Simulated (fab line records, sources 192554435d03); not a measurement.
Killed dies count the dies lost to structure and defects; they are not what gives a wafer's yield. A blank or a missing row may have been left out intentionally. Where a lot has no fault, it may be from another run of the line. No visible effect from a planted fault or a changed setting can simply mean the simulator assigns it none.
Matching of chambers    flow n5_finfet    rie_diel-01 running N5_FIN_CUT_ETCH_21: 4 sister chambers
The step etches SOC in N2/H2, target depth 219 nm, overetch 43.8 nm, time 523.5 s. 14 wafers are shown with their chamber, then 7 later ones without.

WAFERS, EACH WITH ITS CHAMBER
wafer   chamber  showerhead_plenum_p_Torr (Torr)  drypump_motor_current_A (A)  throttle_valve_pct (%)
L075.1  2        2.63                             5.7                          18.11
L075.2  3        2.50                             5.5                          17.59
L075.5  3        2.50                             5.4                          17.57
L082.1  0        2.58                             6.4                          17.52
L082.2  2        2.63                             5.7                          17.68
L082.5  3        2.50                             5.3                          17.61
L086.3  2        2.62                             5.7                          17.71
L086.4  2        2.62                             5.7                          17.70
L086.6  0        2.57                             6.5                          17.54
L090.3  1        2.71                             5.8                          17.25
L090.4  2        2.62                             5.8                          17.70
L090.6  1        2.71                             5.8                          17.26
L095.2  3        2.49                             5.4                          17.65
L095.3  0        2.57                             6.5                          17.56

SIGNATURES, as means of the wafers listed above
reading                   chamber 0  chamber 1  chamber 2  chamber 3  scatter within a chamber
showerhead_plenum_p_Torr  2.5733     2.7100     2.6240     2.4975     0.00512
drypump_motor_current_A   6.467      5.800      5.720      5.400      0.0589
throttle_valve_pct        17.5400    17.2550    17.7800    17.6050    0.119
Rule: a wafer's distance from a chamber is the root of the sum, over the readings, of the square of ((its reading less the chamber's mean) divided by the reading's scatter). If the next closest chamber is less than 2 further off than the closest, the wafer can't be placed; otherwise it belongs to the closest. The scatter is the square root of a quotient: the sum, over the shown wafers, of each reading's squared deviation from its chamber's mean, divided by wafers minus chambers.

WAFERS WITHOUT THEIR CHAMBER
wafer   showerhead_plenum_p_Torr (Torr)  drypump_motor_current_A (A)  throttle_valve_pct (%)
L095.4  2.62                             5.7                          17.73
L096.1  2.57                             6.4                          17.56
L096.3  2.61                             5.7                          17.72
L096.5  2.61                             5.7                          17.73
L097.1  2.61                             5.7                          17.74
L097.2  2.57                             6.5                          17.59
L097.3  2.70                             5.8                          17.28

WHICH CHAMBER EACH WENT THROUGH
wafer   from the rows above  in truth
L095.4  2                    2
L096.1  0                    0
L096.3  2                    2
L096.5  2                    2
L097.1  2                    2
L097.2  0                    0
L097.3  1                    1
7 of 7 placed correctly. Number that these rows cannot place: 0. 0 placed wrongly.
